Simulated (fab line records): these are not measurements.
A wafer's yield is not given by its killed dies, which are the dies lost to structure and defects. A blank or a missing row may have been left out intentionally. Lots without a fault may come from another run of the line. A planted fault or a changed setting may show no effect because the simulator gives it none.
Code-filled problem report in 8D (eight disciplines) form | flow nandHarc | the parts of the form that need people (team, actions taken, sign-off) are left out

== 1. WHAT IS WRONG ==
Wafers without a fault read 119.8 nm, standard deviation 0.61; cdNm at NHARC_A_M1_CD_MEAS_09 reads a mean of 124.8 nm on 6 wafers belonging to 2 lots. Measured from the usual mean, that is +8.1 standard deviations.
The step: target cd 120 nm.
First observed at day 21 17:10: wafer L913.1, on cdSem-03. The record has a number at this step for 30 wafers belonging to 10 lots. By rule, "out" or "out of limits" means more than 4 standard deviations away from the usual mean. The other wafers with a number count as sound.

== 2. WHAT IT IS, AND WHAT IT ISN'T ==
question                    | is                     | is not
which readings at this step | cdNm                   | -
which lots                  | L913, L916             | L899, L901, L902, L904, L905, L906, L909, L920
which wafers of those lots  | all that have a number | -
read on which gauges        | cdSem-03               | cdSem-01, cdSem-02
when                        | from day 21 17:10      | up to then (21 sound wafers); but 3 sound wafers of L920 came after

== 3. THE SUSPECTS, EACH WITH WHAT RULES IT OUT ==
Counting: a tool at a process step up to the reading stays a suspect if it ran every lot that is out and no sound lot after the first of them.
- ruled out: the gauge at NHARC_A_M1_CD_MEAS_09. All the wafers that are out were read on cdSem-03, but those of them that NHARC_A_M1_PEB_07 has rows for are out there too, on other tools.
- rieDiel-11 at NHARC_A_M0_DESCUM_14 (chemistry O2, time 3 s): kept. It ran every lot that is out, first L913 (day 21 13:19), and no sound lot after that.
- lithoTrack-01 at NHARC_A_M1_PEB_07 (peb time 65 s): kept. It ran every lot that is out, first L913 (day 21 17:05), and no sound lot after that; its last sound lot up to then is L909 (day 20 23:19). On those wafers its own readings are out: heaterPowerTotalW, plateTempC.
What counting leaves: rieDiel-11 at NHARC_A_M0_DESCUM_14 and lithoTrack-01 at NHARC_A_M1_PEB_07.

== 4. THE CAUSE (what the simulator had put in) ==
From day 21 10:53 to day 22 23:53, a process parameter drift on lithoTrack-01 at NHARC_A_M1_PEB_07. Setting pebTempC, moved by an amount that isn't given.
Counting leaves 2 suspects; this tool is one of them.

== 5. THE EFFECT CHAIN, in route order ==
Rows list readings where the struck wafers' mean (over those with a number) sits beyond 3 standard deviations from the usual. Only readings for which the record gives a usual standard deviation are gone through. hours: the time from each lot's start at the first step in this table that gives one to its start at this step, as a median over the lots. sigmas: the change in usual standard deviations.
hours | step                  | reading           | usual    | on struck wafers | change | sigmas
0     | NHARC_A_M1_PEB_07     | heaterPowerTotalW | 156.5 W  | 160.3            | +3.8   | +9.8
0     | NHARC_A_M1_PEB_07     | plateTempC        | 100.00 C | 101.76           | +1.76  | +15
0     | NHARC_A_M1_CD_MEAS_09 | cdNm              | 119.8 nm | 124.8            | +5.0   | +8.1
2     | NHARC_A_M1_CD_MEAS_16 | cdNm              | 119.6 nm | 125.0            | +5.5   | +6.6
The process steps in it:
- NHARC_A_M1_PEB_07: peb time 65 s.
Later measuring or inspecting steps at which every struck wafer that the step has a row for has a number for every such reading, and none has moved that far: NHARC_END_SORT_01.

== 6. HOW IT WOULD HAVE BEEN CAUGHT EARLIER ==
In this record the first reading out of limits at a measuring or inspecting step was taken at day 21 17:10, 6 hours after the fault began at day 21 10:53.
Tool's own readings at NHARC_A_M1_PEB_07, heaterPowerTotalW, plateTempC: out on all struck wafers the step has rows for; an alarm limit on them would have tripped on the first.
L916, from the lots that are out (2), started NHARC_A_M1_PEB_07 on lithoTrack-01 later than day 21 17:10. Putting the tool on hold at that point would have spared it.
